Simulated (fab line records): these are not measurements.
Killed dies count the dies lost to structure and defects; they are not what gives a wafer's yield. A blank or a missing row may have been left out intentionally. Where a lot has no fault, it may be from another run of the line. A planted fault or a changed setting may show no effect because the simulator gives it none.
A struck lot beside a sound one	flow n5-finfet	37 steps out of a route of 1938
Sound: these wafers, L365.2, L365.4, L365.6. Wafers struck: L376.1, L376.4, L376.6. The cause comes at the end.
Per side, at each step with rows, come the tool, then ch with its chambers, and then its first start. Under that, the readings that differ: sound wafers	struck wafers	difference of the means	sigmas: that difference in standard deviations of wafers without a fault.
alike: readings whose means differ by less than 2 such deviations, and words and numbers that are the same on both sides. not compared: withheld readings, readings that some wafer has no value for, bounds like >300 that may hide the same value, and numbers for which the record gives no deviation and whose values overlap.
Wherever a step has rows on one side only, a row that says differs or no value, or a row with sigmas, the two part there. Non-overlapping numbers with no deviation appear without sigmas and do not part them. Lack of a reading on every wafer of one side parts them only where that side has two or more wafers.

first, 9 steps without rows for these wafers: N5_MOL_CONTACT_COAG_COAT_02 (resist thk 30 nm); N5_MOL_CONTACT_COAG_EBR_04; N5_MOL_CONTACT_COAG_SOFTBAKE_03 (time 60 s); N5_MOL_CONTACT_COAG_EXPOSE_05 (exposes mask CA, defocus 0 nm); N5_MOL_CONTACT_COAG_PEB_06 (peb time 60 s); N5_MOL_CONTACT_COAG_DEVELOP_07 (develop time 30 s); N5_MOL_CONTACT_COAG_DESCUM_13 (chemistry O2, time 7 s); N5_MOL_CONTACT_COAG_ETCH_59 (etches underlayer in N2/H2, target depth 13 nm, time 10.4 s); N5_MOL_CONTACT_COAG_ETCH_105 (etches SiARC in CF4, target depth 15.6 nm, time 26 s).
N5_MOL_CONTACT_COAG_ETCH_106: etches SOC in N2/H2, target depth 80 nm, overetch 16 nm, time 120 s.
  sound on rie-diel-06 ch 1,2,3, day 5 05:38; struck on rie-diel-06 ch 0,1,3, day 8 05:30
reading	sound	struck	difference	sigmas
rf-fwd-power-W (W)	834.2 829.1 832.3	628.9 635.3 631.9	-199.8	-71
rf-vpp-V (V)	524.2 523.3 526.0	578.5 573.5 574.4	+51.0	+20
model.etch.depth-nm (nm)	80.17 80.25 80.56	77.26 78.99 75.8	-2.98	
model.SiARC_of_MOL_CONTACT_COAG_COAT_104.thk-nm (nm)	6.2 6.2 6.4	7.2 7 7.2	+0.9	
  alike: bias-w, drypump-motor-current-A, h2-flow-sccm, oes-product-au, showerhead-plenum-p-Torr, throttle-valve-pct
  not compared: rf-hours-counter-h, model.MOL_CONTACT_COAG.cd-offset-nm
then, 5 steps without rows for these wafers: N5_MOL_CONTACT_COAG_STRIP_107 (strips in N2/H2); N5_MOL_CONTACT_COAG_STRIP_108 (strips in N2/H2); N5_MOL_CONTACT_COAG_CONTACT_ETCH_14 (etches SiO2 in C4F6/O2, target depth 27.5 nm, overetch 8.5 nm, time 20 s); N5_MOL_CONTACT_COAG_STRIP_109 (strips in C4F6/O2); N5_MOL_CONTACT_COAG_ETCH_15 (etches SiNx in CH3F/O2, stops on Si:P, target depth 7 nm).
N5_MOL_CONTACT_COAG_ETCH_110: etches Si in CF4/O2, target depth 2.5 nm, time 8 s.
  sound on rie-diel-06 ch 1,2,3, day 5 05:50; struck on rie-diel-06 ch 0,1,3, day 8 05:42
  alike: bias-w, drypump-motor-current-A, mfc-ar-sccm, oes-product-au, rf-fwd-power-W, rf-vpp-V, showerhead-plenum-p-Torr, throttle-valve-pct
  not compared: rf-hours-counter-h, model.MOL_CONTACT_COAG.cd-offset-nm
then, 19 steps without rows for these wafers: N5_MOL_CONTACT_COAG_STRIP_98 (strips in N2/H2); N5_MOL_CONTACT_COAG_IMPLANT_129; N5_MOL_CONTACT_COAG_PRECLEAN_111 (cleans in NF3:NH3, afs cycles 1, time 20 s, sublimation time 60 s); N5_MOL_CONTACT_COAG_TI_SIL_19 (material Ti, target thk 4.2 nm, time 15 s); N5_MOL_CONTACT_COAG_ALD_20 (deposits TiN, target thk 1.5 nm, pulse time 1 s, purge time 3 s); N5_MOL_CONTACT_COAG_SIL_ANNEAL_21 (time 60 s); N5_MOL_CONTACT_COAG_PRE_CLEAN_141 (time 60 s); N5_MOL_CONTACT_COAG_SPUTTER_143 (material Co, target thk 2.5 nm); N5_MOL_CONTACT_COAG_CO_FILL_22 (material Co, precursor CCTBA/H2, target thk 20 nm); N5_MOL_CONTACT_COAG_ANNEAL_113 (time 300 s); N5_MOL_CONTACT_COAG_PRE_CLEAN_142 (time 60 s); N5_MOL_CONTACT_COAG_SPUTTER_130 (material Co, target thk 47.5 nm); N5_MOL_CONTACT_COAG_PRECLEAN_125 (cleans in DIW, time 57.5 s); N5_MOL_CONTACT_COAG_SRD_126 (dry time 32 s); N5_MOL_CONTACT_COAG_CMP_23 (polishes, stops on SiO2, t overpolish 1.5 s, target thk 0 nm); N5_MOL_CONTACT_COAG_WET_ETCH_26 (target Co, target depth 13 nm); N5_MOL_CONTACT_COAG_WET_ETCH_116 (etches the open film in SC1-inhibited, target depth 4.6 nm, rinse time 30 s); N5_MOL_CONTACT_COAG_ALD_27 (deposits SiOC, target thk 17 nm, pulse time 1.5 s, time 2720 s); N5_MOL_CONTACT_COAG_CMP_28 (polishes, stops on SiNx, t overpolish 0.85 s, target thk 14.522 nm).
-- record jumps: 3 days separate the struck wafers' starts on either side; left off in module MOL_CONTACT_COAG, taken up again in module BEOL_M4, whose first shown step is the route's number 1111 --
N5_BEOL_M4_RC_MEAS_101:
  sound on prober-02 ch 0, day 8 11:48; struck on prober-02 ch 0, day 11 13:32
  alike: DIBL_N, DIBL_P, IOFF_N, IOFF_P, ION_N, ION_P, SS_N, SS_P, VT_N, VT_P
  not compared: device
-- record jumps: 4 days separate the struck wafers' starts on either side; left off in module BEOL_M4, taken up again in module PASSIVATION, whose first shown step is the route's number 1936 --
N5_PASSIVATION_PROBE_49:
  rows exist in the record for the struck wafers here (prober-02, day 15 23:11), but not for the sound ones

== WHERE THEY PART ==
At N5_MOL_CONTACT_COAG_ETCH_106 first; at N5_PASSIVATION_PROBE_49 last (within this record only).

WHY: what had been put in by the simulator
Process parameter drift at N5_MOL_CONTACT_COAG_ETCH_106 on rie-diel-06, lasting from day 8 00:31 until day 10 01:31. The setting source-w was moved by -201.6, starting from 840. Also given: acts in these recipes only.
